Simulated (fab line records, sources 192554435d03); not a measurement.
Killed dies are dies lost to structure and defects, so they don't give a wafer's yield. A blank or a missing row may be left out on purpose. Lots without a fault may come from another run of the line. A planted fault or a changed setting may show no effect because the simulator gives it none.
Which tool did it? | flow n5_finfet | 12 lots, 36 wafers sampled, at 1 step of a route of 1938

WHAT THE GAUGES READ, wafer by wafer
N5_BEOL_M12_OVL_MEAS_29.
lot  | measured     | on         | M12_OVL (nm)
L076 | day 11 13:28 | overlay-01 | -1 1 -1
L075 | day 12 08:43 | overlay-02 | 3 1 2
L083 | day 13 05:38 | overlay-02 | 6 -2 5
L080 | day 13 18:42 | overlay-01 | -6 0 -2
L084 | day 14 04:48 | overlay-01 | 5 2 9
L087 | day 14 12:29 | overlay-01 | -1 9 8
L086 | day 15 00:18 | overlay-02 | 3 4 6
L090 | day 15 06:20 | overlay-02 | 5 -8 8
L091 | day 16 02:34 | overlay-01 | 3 8 2
L093 | day 16 06:20 | overlay-02 | 13 1 7
L095 | day 16 16:47 | overlay-02 | 3 -2 -2
L097 | day 17 14:55 | overlay-02 | -7 -2 -7

WHICH TOOL RAN EACH LOT (tool, then ch and the chambers of the sampled wafers, then the start)
The record holds no process step before these readings.

THE ANSWER, worked out from the rows above alone
Rule: what is usual is taken from the lots themselves. Put in order of their means at a reading, lots are off if they are a third of the lots or fewer, leave a main group of 4 or more, and stand apart from it by a gap of 3 or more times the standard deviation of the main group's means; of several such gaps the widest counts. A main group whose means are all the same, to the digits that the tables above print for the reading, isn't used. A lot without any number at a reading at which 4 lots or more have one is off too. The other lots that the step has rows for count as sound.
No lot is off at any reading shown: from this, nothing can be told.

WHAT THE SIMULATOR HAD PUT IN
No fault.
